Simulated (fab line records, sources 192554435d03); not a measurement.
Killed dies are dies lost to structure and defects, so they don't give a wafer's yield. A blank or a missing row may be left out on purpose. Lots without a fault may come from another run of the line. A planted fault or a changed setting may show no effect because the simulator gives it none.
Chamber matching | flow n5_finfet | N5_BEOL_M5_CO_CAP_78 on cvd_co-02: 3 sister chambers
The step material Co, precursor CCTBA/H2, target thk 2 nm, time 102.1 s. 14 wafers are shown with their chamber, then 6 later ones without.

WAFERS WITH THEIR CHAMBER
wafer  | chamber | heater_power_outer_w (W) | heater_power_w (W) | run_length_s (s)
L865.4 | 1       | 119                      | 256                | 124.9
L865.5 | 2       | 102                      | 205                | 125.6
L865.6 | 0       | 149                      | 267                | 124.8
L869.2 | 0       | 144                      | 269                | 124.6
L869.6 | 2       | 102                      | 206                | 125.4
L870.3 | 1       | 118                      | 258                | 124.8
L870.4 | 1       | 119                      | 253                | 125.1
L870.5 | 2       | 100                      | 204                | 125.5
L882.1 | 1       | 116                      | 257                | 125.3
L882.2 | 2       | 103                      | 216                | 126.0
L882.3 | 0       | 150                      | 273                | 124.7
L883.1 | 1       | 118                      | 256                | 125.0
L883.2 | 0       | 153                      | 272                | 125.1
L883.3 | 2       | 105                      | 218                | 125.5

SIGNATURES (means of the wafers above)
reading              | chamber 0 | chamber 1 | chamber 2 | scatter within a chamber
heater_power_outer_w | 149.00    | 118.00    | 102.40    | 2.36
heater_power_w       | 270.25    | 256.00    | 209.80    | 4.41
run_length_s         | 124.800   | 125.020   | 125.600   | 0.215
Rule: a wafer's distance from a chamber is the root of the sum, over the readings, of the square of ((its reading less the chamber's mean) divided by the reading's scatter). The wafer belongs to the nearest chamber; if the next one is less than 2 further off, it can't be placed. The scatter: the root of (the sum of the squares of (reading less its chamber's mean) over the shown wafers, divided by (wafers less chambers)).

WAFERS WITHOUT THEIR CHAMBER
wafer  | heater_power_outer_w (W) | heater_power_w (W) | run_length_s (s)
L888.2 | 101                      | 214                | 126.0
L888.4 | 152                      | 271                | 124.8
L888.5 | 116                      | 255                | 125.5
L886.2 | 119                      | 254                | 125.6
L886.3 | 118                      | 261                | 124.9
L886.4 | 103                      | 211                | 125.7

WHICH CHAMBER EACH WENT THROUGH
wafer  | from the rows above | in truth
L888.2 | 2                   | 2
L888.4 | 0                   | 0
L888.5 | 1                   | 1
L886.2 | 1                   | 1
L886.3 | 1                   | 1
L886.4 | 2                   | 2
Placed correctly: 6 of 6. Can't be placed from these rows: 0. Placed wrongly: 0.
